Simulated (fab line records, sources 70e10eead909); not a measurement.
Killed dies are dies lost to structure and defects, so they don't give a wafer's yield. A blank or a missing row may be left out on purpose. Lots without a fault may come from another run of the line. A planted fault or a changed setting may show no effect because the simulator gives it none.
Chamber matching | flow nand_harc | NHARC_P_M2_DEP_33 on pecvd-02: 3 sister chambers
The step deposits SiCN, target thk 30 nm. 3 wafers are shown with their chamber, then 10 later ones without.

WAFERS WITH THEIR CHAMBER
wafer  | chamber | heater_power_w (W)
L087.2 | 2       | 525
L087.5 | 0       | 510
L088.4 | 1       | 669

WAFERS WITHOUT THEIR CHAMBER
wafer  | heater_power_w (W)
L088.6 | 542
L092.1 | 465
L092.3 | 739
L092.6 | 725
L094.2 | 488
L094.3 | 506
L094.6 | 752
L095.2 | 739
L095.3 | 496
L095.4 | 507

WHICH CHAMBER EACH WENT THROUGH
wafer  | from the rows above     | in truth
L088.6 | can't be placed: 2 or 0 | 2
L092.1 | can't be placed: 0 or 2 | 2
L092.3 | 1                       | 1
L092.6 | 1                       | 1
L094.2 | can't be placed: 0 or 2 | 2
L094.3 | can't be placed: 0 or 2 | 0
L094.6 | 1                       | 1
L095.2 | 1                       | 1
L095.3 | can't be placed: 0 or 2 | 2
L095.4 | can't be placed: 0 or 2 | 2
Placed correctly: 4 of 10. Can't be placed from these rows: 6 (the true chamber is among the candidates in 6). Placed wrongly: 0.
How it was worked out, from the rows above alone: a wafer's distance from a chamber is the root of the sum, over the readings, of the square of ((its reading less the chamber's mean) divided by the reading's scatter). The wafer belongs to the nearest chamber; if the next one is less than 2 further off, it can't be placed. A chamber's mean is the mean of its shown wafers. The scatter: with one shown wafer a chamber, the root of the mean of the squares of how far each hidden wafer lies from its nearest shown one.
